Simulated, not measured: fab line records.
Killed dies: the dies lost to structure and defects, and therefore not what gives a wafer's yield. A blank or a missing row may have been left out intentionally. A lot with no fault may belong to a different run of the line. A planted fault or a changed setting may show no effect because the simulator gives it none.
Which tool did it? -- flow nand-harc -- 36 wafers from 12 lots sampled at 6 of the route's 1302 steps

== WHAT THE GAUGES SHOWED, per wafer ==
NHARC_P_ZERO_WELL_CD_MEAS_11 targets a cd of 500 nm. Usual: cd-nm reads 499.1 nm (standard deviation 2.4).
lot,measured,on,cd-nm (nm),flag
L373,day 1 21:07,cd-sem-01,498.3 500.0 500.1,
L374,day 2 07:14,cd-sem-02,502.6 502.1 500.2,
L376,day 3 03:14,cd-sem-03,499.7 497.7 499.6,
L379,day 4 09:18,cd-sem-01,494.3 493.8 495.5,
L381,day 5 05:32,cd-sem-02,494.5 499.4 497.0,
L383,day 6 01:14,cd-sem-03,502.1 501.0 496.8,
L389,day 8 13:14,cd-sem-03,495.9 498.2 498.6,
L391,day 9 09:07,cd-sem-02,499.0 502.3 493.6,
L392,day 9 19:14,cd-sem-01,495.0 498.3 499.6,
L393,day 10 05:16,cd-sem-02,497.7 497.9 502.6,
L394,day 10 15:28,cd-sem-01,502.4 499.0 501.4,
L395,day 11 01:27,cd-sem-03,494.1 495.2 499.2,

NHARC_P_ZERO_WELL_CD_MEAS_37 targets a cd of 720 nm. Usual: cd-nm reads 720.8 nm (standard deviation 2.3).
lot,measured,on,cd-nm (nm),flag
L373,day 2 00:04,cd-sem-02,724.3 720.2 721.5,
L374,day 2 13:11,cd-sem-01,719.4 722.6 718.8,
L376,day 3 06:16,cd-sem-02,717.0 720.9 718.8,
L379,day 4 12:21,cd-sem-02,716.5 722.7 721.9,
L381,day 5 08:34,cd-sem-03,721.2 718.1 721.9,
L383,day 6 04:17,cd-sem-02,719.2 719.1 719.5,
L389,day 8 16:07,cd-sem-01,724.9 719.6 725.0,
L391,day 9 11:59,cd-sem-01,718.9 717.6 722.1,
L392,day 9 22:04,cd-sem-01,720.2 720.7 719.9,
L393,day 10 08:16,cd-sem-02,720.9 721.4 725.0,
L394,day 10 18:27,cd-sem-02,717.8 718.2 720.2,
L395,day 11 04:19,cd-sem-01,724.9 722.6 720.3,

NHARC_P_ZERO_WELL_CD_MEAS_52 targets a cd of 2000 nm. Usual: cd-nm reads 1999.9 nm (standard deviation 2.6).
lot,measured,on,cd-nm (nm),flag
L373,day 2 01:41,cd-sem-02,2001.2 2002.5 2000.9,
L374,day 2 14:43,cd-sem-01,2001.5 1999.9 2001.5,
L376,day 3 07:55,cd-sem-02,1995.2 1997.2 1997.2,
L379,day 4 13:59,cd-sem-02,1996.9 1996.1 1998.0,
L381,day 5 10:05,cd-sem-02,- - -,OFF
L383,day 6 05:55,cd-sem-01,2001.3 1999.9 2001.9,
L389,day 8 17:38,cd-sem-03,2003.0 1997.1 1999.5,
L391,day 9 13:37,cd-sem-01,2001.6 2002.3 2002.3,
L392,day 9 23:42,cd-sem-02,2001.2 2000.1 2000.7,
L393,day 10 09:54,cd-sem-01,2001.1 2001.8 2001.4,
L394,day 10 19:58,cd-sem-03,2003.4 2000.5 1998.0,
L395,day 11 05:51,cd-sem-03,1998.8 1999.6 1996.0,

NHARC_END_SORT_01. Usual: killed-at-array 56, standard deviation 17; killed-at-other 1.2, standard deviation 1.4; killed-at-periphery 4, standard deviation 3.2; killed-dies 61, standard deviation 16; killed-open 3.6, standard deviation 2.1; killed-short 2.7, standard deviation 1.8.
lot,measured,on,killed-at-array,killed-at-other,killed-at-periphery,killed-dies,killed-open,killed-short,flag
L381,day 27 17:02,prober-02,65 80 75,0 2 0,612 595 602,677 677 677,1 7 3,2 3 2,OFF

== WHAT TOOL EACH LOT RAN ON (gives the tool, then ch and the chambers of the sampled wafers, and finally the start) ==
lot,NHARC_P_ZERO_WELL_EXPOSE_49,NHARC_P_GATE_DESCUM_31
L373,"krf-scanner-03 ch 0, day 2 01:32","rie-diel-05 ch 0,2,3, day 5 08:16"
L374,"krf-scanner-03 ch 0, day 2 14:33","rie-diel-05 ch 0,3, day 5 17:04"
L376,"krf-scanner-02 ch 0, day 3 07:45","rie-diel-05 ch 0,2,3, day 6 12:52"
L379,"krf-scanner-02 ch 0, day 4 13:50","rie-diel-05 ch 1,2,3, day 7 14:07"
L381,"krf-scanner-03 ch 0, day 5 09:56",-
L383,"krf-scanner-03 ch 0, day 6 05:46","rie-diel-05 ch 1,3, day 9 12:02"
L389,"krf-scanner-01 ch 0, day 8 17:29","rie-diel-09 ch 1,2,3, day 11 19:50"
L391,"krf-scanner-02 ch 0, day 9 13:28","rie-diel-10 ch 1,2, day 12 15:23"
L392,"krf-scanner-03 ch 0, day 9 23:32","rie-diel-10 ch 0,1,2, day 13 05:59"
L393,"krf-scanner-01 ch 0, day 10 09:45","rie-diel-09 ch 2,3, day 13 11:59"
L394,"krf-scanner-01 ch 0, day 10 19:49","rie-diel-09 ch 2,3, day 13 21:35"
L395,"krf-scanner-01 ch 0, day 11 05:41","rie-diel-10 ch 0,1,2, day 14 06:18"
- NHARC_P_ZERO_WELL_EXPOSE_49: exposes mask P HVPW, target cd 2000 nm.
- NHARC_P_GATE_DESCUM_31: chemistry O2, time 3 s.

== WHAT THE TOOLS THEMSELVES READ (means of the sampled wafers that have a number; where no wafer has one, the mark that the record gives instead) ==
NHARC_P_ZERO_WELL_EXPOSE_49. Usual: focus-offset-nm reads 0.1 nm (standard deviation 0.54).
lot,tool,focus-offset-nm (nm),flag
L373,krf-scanner-03,0.5,
L374,krf-scanner-03,0.3,
L376,krf-scanner-02,0.2,
L379,krf-scanner-02,0.1,
L381,krf-scanner-03,1.0,
L383,krf-scanner-03,0.6,
L389,krf-scanner-01,0.2,
L391,krf-scanner-02,0.9,
L392,krf-scanner-03,0.7,
L393,krf-scanner-01,-0.4,
L394,krf-scanner-01,0.4,
L395,krf-scanner-01,0.2,

NHARC_P_GATE_DESCUM_31. Usual: drypump-motor-current-A 5.6 A, standard deviation 0.54; oes-product-au 1.004 a.u., standard deviation 0.014; rf-vpp-V 57.8 V, standard deviation 0.85; showerhead-plenum-p-Torr 1.91 Torr, standard deviation 0.064; throttle-valve-pct 11.310 %, standard deviation 0.0093.
lot,tool,drypump-motor-current-A (A),oes-product-au (a.u.),rf-vpp-V (V),showerhead-plenum-p-Torr (Torr),throttle-valve-pct (%),flag
L373,rie-diel-05,6.3,1.008,57.3,1.91,11.314,
L374,rie-diel-05,6.5,1.004,57.6,1.86,11.309,
L376,rie-diel-05,6.3,1.005,57.9,1.91,11.309,
L379,rie-diel-05,6.1,1.008,58.1,1.93,11.322,
L383,rie-diel-05,6.0,1.000,58.2,1.91,11.307,
L389,rie-diel-09,5.2,1.010,57.9,1.89,11.313,
L391,rie-diel-10,5.0,1.005,58.6,1.95,11.313,
L392,rie-diel-10,5.1,1.012,58.7,1.89,11.303,
L393,rie-diel-09,5.4,1.007,57.1,1.85,11.306,
L394,rie-diel-09,5.5,1.010,57.5,1.86,11.315,
L395,rie-diel-10,5.1,1.010,57.6,1.89,11.317,

== THE ANSWER, worked out from the rows above alone ==
Rule: a lot counts as off when the mean over its wafers that have a number is more than 3 standard deviations away from the usual mean. A lot without any number at a reading at which 4 lots or more have one is off too. Any other lot the step has rows for is counted as sound. The gauges are gone through in route order, then the tools' own readings, and for those a lot's mean is taken as printed above. At the first step where some lot is off, the reading lying furthest off is the one used; lots without a number count as furthest.
Off: L381 (NHARC_P_ZERO_WELL_CD_MEAS_52, cd-nm). Without a number there: L381.
If a tool, at a process step before that reading, ran all the lots that are off and no sound lot after the first of them, it fits. The gauges at NHARC_P_ZERO_WELL_CD_MEAS_52 aren't tried: what is off there is off at NHARC_END_SORT_01 too, on other tools, and a gauge's error can't cause that. No candidate that was tried fits.

== WHAT THE SIMULATOR HAD INSERTED ==
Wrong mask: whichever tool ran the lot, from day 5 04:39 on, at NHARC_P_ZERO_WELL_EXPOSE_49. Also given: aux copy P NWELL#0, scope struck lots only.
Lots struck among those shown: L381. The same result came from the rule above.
